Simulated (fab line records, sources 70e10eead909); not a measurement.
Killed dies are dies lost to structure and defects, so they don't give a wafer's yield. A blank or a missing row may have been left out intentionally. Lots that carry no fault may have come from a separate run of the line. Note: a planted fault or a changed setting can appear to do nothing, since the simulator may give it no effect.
Chamber matching    flow nand-harc    rie-diel-07 running NHARC_A_CHANNEL_FILL_D2_STRIP_28: 4 sister chambers
The step strips in O2, time 20 s. 27 wafers are shown with their chamber, then 12 later ones without.

== WAFERS WITH THEIR CHAMBER ==
wafer   chamber  drypump-motor-current-A (A)  rf-vpp-V (V)  oes-product-au (a.u.)
L076.2  3        6.5                          58.0          1.012
L076.4  0        6.2                          58.1          1.003
L076.5  1        5.8                          58.2          1.014
L078.1  3        6.5                          58.3          1.014
L078.3  2        5.1                          57.7          1.008
L078.4  0        6.2                          57.7          1.006
L077.1  0        6.1                          56.1          1.012
L077.2  3        6.5                          56.4          1.004
L077.3  1        5.8                          58.7          1.005
L079.1  2        5.1                          56.9          0.999
L079.2  0        6.1                          57.5          1.010
L079.4  3        6.5                          57.4          1.004
L082.1  0        6.2                          56.9          0.987
L082.3  2        5.1                          56.7          0.997
L082.6  2        5.1                          58.3          0.994
L083.1  0        6.2                          55.7          0.992
L083.4  1        5.7                          58.4          1.008
L083.6  3        6.5                          57.6          1.010
L085.1  2        5.0                          56.3          1.004
L085.2  3        6.5                          57.2          1.008
L085.3  0        6.1                          57.9          1.014
L086.3  1        5.7                          58.0          1.010
L086.4  2        5.1                          58.4          1.005
L086.6  1        5.7                          58.1          1.013
L088.2  0        6.1                          56.6          1.009
L088.4  1        5.8                          58.1          0.992
L088.5  0        6.2                          57.5          1.002

SIGNATURES, as means of the wafers listed above
reading                  chamber 0  chamber 1  chamber 2  chamber 3  scatter within a chamber
drypump-motor-current-A  6.156      5.750      5.083      6.500      0.0445
rf-vpp-V                 57.111     58.250     57.383     57.483     0.721
oes-product-au           1.00389    1.00700    1.00117    1.00867    0.00728
Rule: distance of a wafer from a chamber = root of the sum over the readings of ((wafer's reading minus chamber's mean) / reading's scatter) squared. The wafer belongs to the nearest chamber; if the next one is less than 2 further off, it can't be placed. The scatter is the square root of a quotient: the sum, over the shown wafers, of each reading's squared deviation from its chamber's mean, divided by wafers minus chambers.

== WAFERS MISSING THEIR CHAMBER ==
wafer   drypump-motor-current-A (A)  rf-vpp-V (V)  oes-product-au (a.u.)
L090.3  6.5                          58.1          0.994
L090.4  5.8                          59.0          0.997
L090.6  5.1                          57.0          0.988
L091.3  5.8                          59.3          1.005
L091.4  5.0                          57.6          1.002
L091.6  6.5                          58.0          0.993
L095.2  5.8                          58.9          0.999
L095.4  5.1                          56.9          0.994
L095.6  6.5                          58.1          0.993
L097.2  5.1                          58.3          1.000
L097.4  6.1                          58.8          1.001
L097.6  5.1                          58.5          0.980

== WHICH CHAMBER EACH ONE RAN IN ==
wafer   from the rows above  in truth
L090.3  3                    3
L090.4  1                    1
L090.6  2                    2
L091.3  1                    1
L091.4  2                    2
L091.6  3                    3
L095.2  1                    1
L095.4  2                    2
L095.6  3                    3
L097.2  2                    2
L097.4  0                    0
L097.6  2                    2
Correct placement for 12 of the 12. Left unplaced by these rows: 0. Wrongly placed: 0.
